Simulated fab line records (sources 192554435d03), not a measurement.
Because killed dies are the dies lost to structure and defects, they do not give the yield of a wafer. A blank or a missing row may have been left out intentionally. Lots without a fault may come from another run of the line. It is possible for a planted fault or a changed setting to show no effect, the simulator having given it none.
Which tool is to blame? | flow n5-finfet | Sampling: 9 lots, 27 wafers, 5 of 1938 route steps

== WHAT THE GAUGES READ, wafer by wafer ==
N5_MOL_CONTACT_COAG_CD_MEAS_99 targets a cd of 17.2 nm. Usual: cd-nm 17.18 nm, standard deviation 0.3.
lot  | measured     | on        | cd-nm (nm)        | flag
L850 | day 5 04:49  | cd-sem-01 | 16.94 17.00 16.49 |
L852 | day 5 10:46  | cd-sem-03 | 17.43 17.38 17.07 |
L853 | day 5 16:08  | cd-sem-02 | 17.39 17.46 17.37 |
L862 | day 7 22:26  | cd-sem-01 | 17.10 17.09 16.93 |
L865 | day 8 15:10  | cd-sem-01 | 17.06 17.08 16.97 |
L866 | day 9 11:13  | cd-sem-01 | 17.23 16.89 17.57 |
L868 | day 9 18:50  | cd-sem-02 | 16.94 17.53 16.97 |
L870 | day 10 06:22 | cd-sem-03 | 17.10 17.04 16.81 |
L871 | day 10 15:27 | cd-sem-01 | 17.26 16.95 17.38 |

N5_BEOL_M4_RC_MEAS_101. Usual: DIBL_N 36.6 mV/V, standard deviation 1.3; DIBL_P 36.4 mV/V, standard deviation 1.4; IOFF_N 0.167 nA/um, standard deviation 0.023; IOFF_P 0.219 nA/um, standard deviation 0.029; ION_N 678 uA/um, standard deviation 8.7; ION_P 464 uA/um, standard deviation 6.4; SS_N 71.5 mV/dec, standard deviation 0.53; SS_P 73.4 mV/dec, standard deviation 0.57; VT_N 248.5 mV, standard deviation 2.8; VT_P -249 mV, standard deviation 3.1.
lot  | measured     | on        | DIBL_N (mV/V)  | DIBL_P (mV/V)  | IOFF_N (nA/um)    | IOFF_P (nA/um)    | ION_N (uA/um) | ION_P (uA/um) | SS_N (mV/dec)  | SS_P (mV/dec)  | VT_N (mV)         | VT_P (mV)      | flag
L850 | day 9 06:21  | prober-01 | 39.7 37.9 37.8 | 38.0 35.7 35.3 | 0.211 0.180 0.174 | 0.267 0.226 0.220 | 692 686 674   | 469 469 463   | 72.4 71.0 71.6 | 74.2 73.1 72.9 | 244.7 245.5 247.3 | -246 -248 -249 |
L852 | day 9 01:15  | prober-02 | 35.6 37.3 36.9 | 34.5 36.0 36.0 | 0.152 0.181 0.180 | 0.219 0.244 0.244 | 676 685 679   | 470 472 468   | 71.3 71.9 71.7 | 73.5 73.3 73.9 | 247.8 246.9 249.0 | -246 -247 -245 |
L853 | day 9 10:55  | prober-02 | 37.2 37.2 39.4 | 36.1 35.8 38.8 | 0.166 0.158 0.219 | 0.233 0.233 0.279 | 688 691 702   | 471 470 477   | 71.8 71.2 71.9 | 73.2 73.9 74.0 | 247.2 246.0 242.7 | -245 -245 -246 |
L862 | day 13 17:03 | prober-01 | 35.5 36.0 36.7 | 37.1 38.0 38.3 | 0.165 0.177 0.189 | 0.201 0.215 0.210 | 674 673 670   | 460 457 455   | 71.6 71.8 72.2 | 74.1 74.1 74.1 | 248.2 249.4 247.0 | -253 -253 -251 |
L865 | day 14 05:10 | prober-01 | 36.7 36.8 35.3 | 35.2 37.2 35.2 | 0.151 0.157 0.133 | 0.167 0.193 0.169 | 675 674 665   | 448 460 453   | 72.3 71.7 71.6 | 73.0 73.3 72.5 | 250.5 248.2 251.8 | -255 -254 -252 |
L866 | day 14 22:52 | prober-02 | 35.9 37.9 36.3 | 35.8 39.4 36.2 | 0.145 0.187 0.144 | 0.185 0.237 0.190 | 671 676 673   | 463 460 460   | 70.8 71.9 71.6 | 72.9 74.0 73.7 | 248.9 245.3 253.4 | -254 -249 -252 |
L868 | day 14 18:17 | prober-01 | 36.4 37.5 37.3 | 36.8 38.0 37.8 | 0.165 0.173 0.172 | 0.212 0.237 0.228 | 667 670 668   | 458 463 461   | 71.5 71.5 71.3 | 73.0 73.5 73.2 | 246.2 247.3 247.1 | -250 -248 -251 |
L870 | day 15 15:37 | prober-01 | 37.1 37.7 36.9 | 39.1 38.4 38.3 | 0.171 0.176 0.168 | 0.247 0.233 0.222 | 674 675 678   | 463 465 466   | 72.1 72.4 71.7 | 73.3 73.7 73.8 | 249.8 250.0 252.3 | -248 -248 -251 |
L871 | day 15 22:28 | prober-01 | 38.3 37.2 37.2 | 39.0 36.4 36.5 | 0.231 0.193 0.188 | 0.281 0.235 0.234 | 704 689 690   | 477 468 468   | 71.8 71.3 71.6 | 74.7 74.4 73.3 | 242.5 245.3 245.2 | -245 -249 -250 |

== WHAT TOOL EACH LOT RAN ON (gives the tool, then ch and the chambers of the sampled wafers, and finally the start) ==
lot  | N5_MOL_CONTACT_COAG_ETCH_110       | N5_MOL_CONTACT_COAG_TI_SIL_19 | N5_MOL_CONTACT_COAG_CMP_23
L850 | rie-diel-01 ch 0,1, day 5 04:41    | pvd-sputter-02, day 5 05:16   | cmp-02 ch 1,3, day 5 08:03
L852 | rie-diel-01 ch 0,1,3, day 5 10:38  | pvd-sputter-01, day 5 11:13   | cmp-01 ch 0,1,2, day 5 15:13
L853 | rie-diel-05 ch 2,3, day 5 16:01    | pvd-sputter-01, day 5 18:17   | cmp-01 ch 0,2,3, day 5 22:47
L862 | rie-diel-04 ch 1,2,3, day 7 22:19  | pvd-sputter-02, day 7 22:56   | cmp-01 ch 1,2, day 8 06:53
L865 | rie-diel-04 ch 2,3, day 8 15:00    | pvd-sputter-02, day 8 16:40   | cmp-04 ch 1,3, day 9 00:26
L866 | rie-diel-04 ch 0,2,3, day 9 11:06  | pvd-sputter-03, day 9 12:25   | cmp-04 ch 0,1,2, day 9 18:55
L868 | rie-diel-04 ch 0,2,3, day 9 18:43  | pvd-sputter-02, day 9 19:23   | cmp-04 ch 1,2,3, day 10 02:25
L870 | rie-diel-04 ch 1,2,3, day 10 06:16 | pvd-sputter-03, day 10 07:59  | cmp-04 ch 1,2, day 10 12:33
L871 | rie-diel-05 ch 0,1, day 10 15:20   | pvd-sputter-03, day 10 15:55  | cmp-02 ch 1,2,3, day 10 20:07
- N5_MOL_CONTACT_COAG_ETCH_110: etches Si in CF4/O2, target depth 2.5 nm, time 8 s.
- N5_MOL_CONTACT_COAG_TI_SIL_19: material Ti, target thk 4.2 nm, time 15 s.
- N5_MOL_CONTACT_COAG_CMP_23: polishes, stops on SiO2, t overpolish 1.5 s, target thk 0 nm.

== AS READ BY THE TOOLS THEMSELVES (means over the sampled wafers that have a number; for cases with no such wafer, the mark the record gives instead) ==
N5_MOL_CONTACT_COAG_ETCH_110. Usual: drypump-motor-current-A 5.8 A, standard deviation 0.49; oes_o_777_au 0.80 a.u., standard deviation 0.074; oes-product-au 0.80 a.u., standard deviation 0.082; rf-vpp-V 127.7 V, standard deviation 1.7; showerhead-plenum-p-Torr 2.23 Torr, standard deviation 0.047; throttle-valve-pct 10.79 %, standard deviation 0.23.
lot  | tool        | drypump-motor-current-A (A) | oes_o_777_au (a.u.) | oes-product-au (a.u.) | rf-vpp-V (V) | showerhead-plenum-p-Torr (Torr) | throttle-valve-pct (%) | flag
L850 | rie-diel-01 | 5.9                         | 0.83                | 0.83                  | 127.5        | 2.21                            | 10.73                  |
L852 | rie-diel-01 | 5.8                         | 0.83                | 0.82                  | 127.1        | 2.22                            | 10.75                  |
L853 | rie-diel-05 | 6.0                         | 0.81                | 0.81                  | 126.9        | 2.20                            | 10.88                  |
L862 | rie-diel-04 | 5.8                         | 0.77                | 0.77                  | 127.6        | 2.23                            | 10.87                  |
L865 | rie-diel-04 | 5.5                         | 0.83                | 0.85                  | 128.1        | 2.26                            | 10.68                  |
L866 | rie-diel-04 | 5.7                         | 0.84                | 0.84                  | 128.9        | 2.25                            | 10.67                  |
L868 | rie-diel-04 | 5.7                         | 0.83                | 0.83                  | 128.4        | 2.25                            | 10.67                  |
L870 | rie-diel-04 | 5.8                         | 0.83                | 0.85                  | 128.4        | 2.22                            | 10.67                  |
L871 | rie-diel-05 | 6.3                         | 0.77                | 0.77                  | 126.4        | 2.26                            | 10.73                  |

N5_MOL_CONTACT_COAG_TI_SIL_19. Usual: throttle-valve-pct 30.1 %, standard deviation 1.2.
lot  | tool           | throttle-valve-pct (%) | flag
L850 | pvd-sputter-02 | 30.6                   |
L852 | pvd-sputter-01 | 29.3                   |
L853 | pvd-sputter-01 | 29.1                   |
L862 | pvd-sputter-02 | 30.6                   |
L865 | pvd-sputter-02 | 29.7                   |
L866 | pvd-sputter-03 | 29.2                   |
L868 | pvd-sputter-02 | 30.4                   |
L870 | pvd-sputter-03 | 30.4                   |
L871 | pvd-sputter-03 | 30.9                   |

N5_MOL_CONTACT_COAG_CMP_23. Usual: head-pressure-psi 2.000 psi, standard deviation 0.0039; motor-current-A 7.7 A, standard deviation 0.89; overpolish-run-s 1.500 s, standard deviation 0.0089; retaining-ring-pressure-frac 0.999, standard deviation 0.0048; time-to-endpoint-s 9.8 s, standard deviation 1.9.
lot  | tool   | head-pressure-psi (psi) | motor-current-A (A) | overpolish-run-s (s) | retaining-ring-pressure-frac | time-to-endpoint-s (s) | flag
L850 | cmp-02 | 1.994                   | 8.3                 | 1.501                | 1.003                        | 9.4                    |
L852 | cmp-01 | 2.002                   | 7.4                 | 1.501                | 1.004                        | 10.3                   |
L853 | cmp-01 | 1.999                   | 6.7                 | 1.498                | 0.998                        | 12.7                   |
L862 | cmp-01 | 1.900                   | 7.7                 | 1.493                | 0.997                        | 11.0                   | OFF
L865 | cmp-04 | 2.003                   | 7.9                 | 1.500                | 1.002                        | 8.7                    |
L866 | cmp-04 | 1.999                   | 8.0                 | 1.496                | 1.003                        | 8.2                    |
L868 | cmp-04 | 2.000                   | 7.8                 | 1.501                | 0.994                        | 9.3                    |
L870 | cmp-04 | 1.998                   | 7.7                 | 1.498                | 0.998                        | 10.0                   |
L871 | cmp-02 | 2.001                   | 8.2                 | 1.493                | 1.000                        | 10.1                   |

== THE ANSWER, worked out from the rows above alone ==
Rule: a lot is off if the mean of its wafers that have a number lies more than 3 standard deviations from the usual mean. A lot without any number at a reading at which 4 lots or more have one is off too. Where the step has rows for the other lots, those lots are counted as sound. Order of review: gauges by route order, followed by the tools' own readings, for which a lot's mean as printed above is used. At the first step where some lot is off, the reading lying furthest off is the one used; lots without a number count as furthest.
Off, at N5_MOL_CONTACT_COAG_CMP_23 on head-pressure-psi: L862.
If a tool, at that step or one of the process steps before it, ran each lot that is off and ran no sound lot following the first of them, it fits. One fits: N5_MOL_CONTACT_COAG_CMP_23 on cmp-01. Its last sound lot is L853 (day 5 22:47), its first lot that is off L862 (day 8 06:53): a fault that began between those two fits.
The tool's own readings at N5_MOL_CONTACT_COAG_CMP_23 bear it out: on the lots that are off they differ by more than 5 times the standard deviation of the sound lots' means. head-pressure-psi reads 1.900 psi there against 2.000 psi on the sound lots.

== WHAT THE SIMULATOR HAD PUT IN ==
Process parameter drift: cmp-01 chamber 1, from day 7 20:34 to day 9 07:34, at N5_MOL_CONTACT_COAG_CMP_23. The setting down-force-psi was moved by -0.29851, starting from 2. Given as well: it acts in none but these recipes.
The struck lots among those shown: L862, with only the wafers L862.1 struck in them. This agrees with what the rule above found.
